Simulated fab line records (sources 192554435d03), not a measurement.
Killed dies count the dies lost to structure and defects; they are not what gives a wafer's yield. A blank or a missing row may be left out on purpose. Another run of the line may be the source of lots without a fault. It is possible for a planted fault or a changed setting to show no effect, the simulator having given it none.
Lot-split experiment / flow n5Finfet / 21 wafers read from 7 lots, route of 1938 steps

== ABOUT THE SPLIT ==
At N5_BEOL_M0_SAQP_ETCH_84 (etches SOC in N2/H2, target depth 100 nm, overetch 20 nm, time 150 s), the setting timeS was moved away from the recipe's 150 s on 7 of the 21 wafers read, by -10.4% to +14.9%. All remaining wafers had this setting at the recipe value.

Reading taken at the split's own step.

== THE READING ==
SiARC_of_BEOL_M0_SAQP_COAT_82.thkNm (the simulator's own value, which no gauge read), in nm, at N5_BEOL_M0_SAQP_ETCH_84 (etches SOC in N2/H2, target depth 100 nm, overetch 20 nm, time 150 s). There is no usual value for it anywhere in the file. The 14 wafers here that ran the recipe average 24.4 nm, standard deviation 0.13 nm.

wafer=L076.2; tool, chamber at the split=rieDiel-03, 0,1; timeS as run, s=150; against the recipe=recipe; SiARC_of_BEOL_M0_SAQP_COAT_82.thkNm, nm=24.4; against lot-mates on the recipe=-
wafer=L076.4; tool, chamber at the split=rieDiel-03, 0,1; timeS as run, s=150; against the recipe=recipe; SiARC_of_BEOL_M0_SAQP_COAT_82.thkNm, nm=24.4; against lot-mates on the recipe=-
wafer=L076.3; tool, chamber at the split=rieDiel-03, 2; timeS as run, s=139.6; against the recipe=-6.9%; SiARC_of_BEOL_M0_SAQP_COAT_82.thkNm, nm=24.6; against lot-mates on the recipe=+0.2
wafer=L080.1; tool, chamber at the split=rieDiel-03, 2; timeS as run, s=165.5; against the recipe=+10.3%; SiARC_of_BEOL_M0_SAQP_COAT_82.thkNm, nm=23.6; against lot-mates on the recipe=-0.7
wafer=L080.4; tool, chamber at the split=rieDiel-03, 3; timeS as run, s=150; against the recipe=recipe; SiARC_of_BEOL_M0_SAQP_COAT_82.thkNm, nm=24.2; against lot-mates on the recipe=-
wafer=L080.6; tool, chamber at the split=rieDiel-03, 0; timeS as run, s=150; against the recipe=recipe; SiARC_of_BEOL_M0_SAQP_COAT_82.thkNm, nm=24.4; against lot-mates on the recipe=-
wafer=L081.2; tool, chamber at the split=rieDiel-03, 0; timeS as run, s=165.2; against the recipe=+10.1%; SiARC_of_BEOL_M0_SAQP_COAT_82.thkNm, nm=24.2; against lot-mates on the recipe=-0.4
wafer=L081.4; tool, chamber at the split=rieDiel-03, 3; timeS as run, s=165.2; against the recipe=+10.1%; SiARC_of_BEOL_M0_SAQP_COAT_82.thkNm, nm=24; against lot-mates on the recipe=-0.6
wafer=L081.5; tool, chamber at the split=rieDiel-03, 0; timeS as run, s=150; against the recipe=recipe; SiARC_of_BEOL_M0_SAQP_COAT_82.thkNm, nm=24.6; against lot-mates on the recipe=-
wafer=L082.1; tool, chamber at the split=rieDiel-02, 2,3; timeS as run, s=172.4; against the recipe=+14.9%; SiARC_of_BEOL_M0_SAQP_COAT_82.thkNm, nm=23.4; against lot-mates on the recipe=-1.0
wafer=L082.6; tool, chamber at the split=rieDiel-02, 2,3; timeS as run, s=172.4; against the recipe=+14.9%; SiARC_of_BEOL_M0_SAQP_COAT_82.thkNm, nm=23.4; against lot-mates on the recipe=-1.0
wafer=L082.2; tool, chamber at the split=rieDiel-02, 0; timeS as run, s=150; against the recipe=recipe; SiARC_of_BEOL_M0_SAQP_COAT_82.thkNm, nm=24.4; against lot-mates on the recipe=-
wafer=L088.2; tool, chamber at the split=rieDiel-02, 1; timeS as run, s=150; against the recipe=recipe; SiARC_of_BEOL_M0_SAQP_COAT_82.thkNm, nm=24.2; against lot-mates on the recipe=-
wafer=L088.5; tool, chamber at the split=rieDiel-02, 3; timeS as run, s=150; against the recipe=recipe; SiARC_of_BEOL_M0_SAQP_COAT_82.thkNm, nm=24.4; against lot-mates on the recipe=-
wafer=L088.6; tool, chamber at the split=rieDiel-02, 0; timeS as run, s=134.4; against the recipe=-10.4%; SiARC_of_BEOL_M0_SAQP_COAT_82.thkNm, nm=24.8; against lot-mates on the recipe=+0.5
wafer=L095.2; tool, chamber at the split=rieDiel-01, 2,3; timeS as run, s=150; against the recipe=recipe; SiARC_of_BEOL_M0_SAQP_COAT_82.thkNm, nm=24.2; against lot-mates on the recipe=-
wafer=L095.3; tool, chamber at the split=rieDiel-01, 2,3; timeS as run, s=150; against the recipe=recipe; SiARC_of_BEOL_M0_SAQP_COAT_82.thkNm, nm=24.2; against lot-mates on the recipe=-
wafer=L095.4; tool, chamber at the split=rieDiel-01, 1; timeS as run, s=150; against the recipe=recipe; SiARC_of_BEOL_M0_SAQP_COAT_82.thkNm, nm=24.4; against lot-mates on the recipe=-
wafer=L097.2; tool, chamber at the split=rieDiel-01, 2; timeS as run, s=150; against the recipe=recipe; SiARC_of_BEOL_M0_SAQP_COAT_82.thkNm, nm=24.2; against lot-mates on the recipe=-
wafer=L097.4; tool, chamber at the split=rieDiel-01, 0; timeS as run, s=150; against the recipe=recipe; SiARC_of_BEOL_M0_SAQP_COAT_82.thkNm, nm=24.6; against lot-mates on the recipe=-
wafer=L097.5; tool, chamber at the split=rieDiel-01, 1; timeS as run, s=150; against the recipe=recipe; SiARC_of_BEOL_M0_SAQP_COAT_82.thkNm, nm=24.4; against lot-mates on the recipe=-
Where a row lists several chambers, the file gives one row for several wafers and doesn't say which wafer went through which chamber.

THE FIT
A straight line over all 21 wafers: SiARC_of_BEOL_M0_SAQP_COAT_82.thkNm changes by -0.0518 nm for each +1% of timeS; r = -0.89; the points scatter about the line by 0.17 nm.
The same after taking each lot's own level away (the mean of its wafers on the recipe; 21 wafers): -0.0577 nm for each +1%; r = -0.95; scatter 0.12 nm.
On that fit, the largest move of timeS shifts the reading by 0.86 nm.
From 24.27 to 24.60 nm: that is the span of the lots' own levels, equal to 2.5 times the standard deviation above.
So the slope is not independent of the lot-to-lot level: the two fits are not the same.
Check: with one of the wafers moved furthest among these (+14.9%) left out of the fit, the line predicts -0.849 nm for it against its lot-mates. Against them it came out at -1 nm.

== ADDITIONAL SPLITS CARRIED BY THESE WAFERS ==
Other splits were also applied to these wafers ahead of the reading. Each is held against what the fit with the lots' levels taken away leaves over:
other split on the same wafers=N5_HKMG_FIN_ETCH_58 sourceW; wafers away from the commonest value=10; r with SiARC_of_BEOL_M0_SAQP_COAT_82.thkNm (lot level and that fit taken away)=-0.10
other split on the same wafers=N5_GATE_CUT_COAT_34 spinRpm; wafers away from the commonest value=8; r with SiARC_of_BEOL_M0_SAQP_COAT_82.thkNm (lot level and that fit taken away)=-0.36
other split on the same wafers=N5_GATE_CUT_COAT_27 spinRpm; wafers away from the commonest value=7; r with SiARC_of_BEOL_M0_SAQP_COAT_82.thkNm (lot level and that fit taken away)=-0.05
other split on the same wafers=N5_MOL_CONTACT_COAG_ETCH_105 biasW; wafers away from the commonest value=3; r with SiARC_of_BEOL_M0_SAQP_COAT_82.thkNm (lot level and that fit taken away)=-0.01
other split on the same wafers=N5_MOL_CONTACT_COAG_CONTACT_ETCH_14 sourceW; wafers away from the commonest value=3; r with SiARC_of_BEOL_M0_SAQP_COAT_82.thkNm (lot level and that fit taken away)=+0.01
other split on the same wafers=N5_BEOL_M0_SAQP_COAT_08 spinRpm; wafers away from the commonest value=5; r with SiARC_of_BEOL_M0_SAQP_COAT_82.thkNm (lot level and that fit taken away)=+0.24

== THE FILE'S OWN FIT ==
SiARC_of_BEOL_M0_SAQP_COAT_82.thkNm changes by -0.0574 nm for each +1% of timeS, r = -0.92.
